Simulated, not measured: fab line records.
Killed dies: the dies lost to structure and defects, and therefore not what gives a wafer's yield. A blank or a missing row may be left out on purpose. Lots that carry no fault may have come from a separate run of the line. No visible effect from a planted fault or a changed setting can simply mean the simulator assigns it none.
Struck lot and sound lot, side by side + flow n5_finfet + 14 out of 1938 route steps
Sound: these wafers, L280.1, L280.3, L280.5. Wafers struck: L270.2, L270.6. The cause is given at the end.
For every step that has rows: the tool of each side, followed by ch and its chambers, followed by its first start. Under that, the readings that differ: sound wafers + struck wafers + difference of the means + sigmas: that difference in standard deviations of wafers without a fault.
alike: words and numbers the same on both sides, and readings whose means are apart by under 2 such deviations; not compared: readings that were withheld, readings missing a value for some wafer, numbers with overlapping values and no deviation given by the record, and bounds like >300 which may hide the same value.
Wherever a step has rows on one side only, a row that says differs or no value, or a row with sigmas, the two part there. Numbers that don't overlap but have no deviation are shown without sigmas and don't part them. A reading missing from all wafers of one side parts the sides only when that side holds two or more wafers.

first, 3 steps without rows for these wafers: N5_BEOL_M14_PRECLEAN_39 (cleans in residue remover, time 60 s); N5_BEOL_M14_SRD_40 (time 30 s, dry time 30 s); N5_BEOL_M14_DEGAS_41 (time 60 s).
N5_BEOL_M14_PRE_CLEAN_42: time 30 s.
  struck on pvd_sputter-03, day 13 21:10; sound on pvd_sputter-02, day 16 07:49
  alike: heater_power_w
N5_BEOL_M14_SPUTTER_43: material TaN, target thk 15 nm, time 24.19 s.
  struck on pvd_sputter-03, day 13 21:12; sound on pvd_sputter-02, day 16 07:52
  alike: cathode_dc_power_W, throttle_valve_pct
N5_BEOL_M14_SPUTTER_44: material Ta, target thk 15 nm, time 24.19 s.
  struck on pvd_sputter-03, day 13 21:17; sound on pvd_sputter-02, day 16 07:56
  alike: cathode_dc_power_W, throttle_valve_pct
N5_BEOL_M14_SPUTTER_45: material Cu, target thk 100 nm, time 16.67 s.
  struck on pvd_sputter-03, day 13 21:22; sound on pvd_sputter-02, day 16 08:01
  alike: cathode_dc_power_W, chuck_sensor_temp_C, throttle_valve_pct
then, 1 step without rows for these wafers: N5_BEOL_M14_ECD_47 (material Cu, target thk 1248 nm).
N5_BEOL_M14_ANNEAL_48: time 90 s.
  sound on rtp_anneal-01 ch 0, day 16 08:19; struck on rtp_anneal-02 ch 0, day 13 22:04
  alike: wafer_temp_C_max
then, 1 step without rows for these wafers: N5_BEOL_M14_CMP_49 (polishes, stops on SiO2, t overpolish 5.2 s, target thk 560 nm).
N5_BEOL_M14_THK_MEAS_50: measures by xrf.
  struck on film_metro-02, day 13 22:37; sound on film_metro-02, day 16 08:55
  alike: M14_THK
then, 1 step without rows for these wafers: N5_BEOL_M14_PRE_CLEAN_52 (time 15 s).
N5_BEOL_M14_DEP_53: deposits SiCN from 3MS/NH3, target thk 50 nm, time 17.8 s.
  sound on pecvd-02 ch 1,2, day 16 08:59; struck on pecvd-01 ch 1,2, day 13 22:41
| reading                                   | sound    | struck    | difference | sigmas |
|-------------------------------------------|----------|-----------|------------|--------|
| model.SiCN_of_BEOL_M14_DEP_53.thk_nm (nm) | 50 50 51 | 71.6 72.6 | +21.8      |        |
  alike: showerhead_plenum_p_Torr, showerhead_vpp_V, throttle_valve_pct
N5_BEOL_M14_RS_MEAS_54: measures by four-point-probe.
  struck on film_metro-02, day 13 22:45; sound on film_metro-01, day 16 09:02
  alike: M14_RS

== WHERE THEY PART ==
Nowhere in this record.

WHY: what had been put in by the simulator
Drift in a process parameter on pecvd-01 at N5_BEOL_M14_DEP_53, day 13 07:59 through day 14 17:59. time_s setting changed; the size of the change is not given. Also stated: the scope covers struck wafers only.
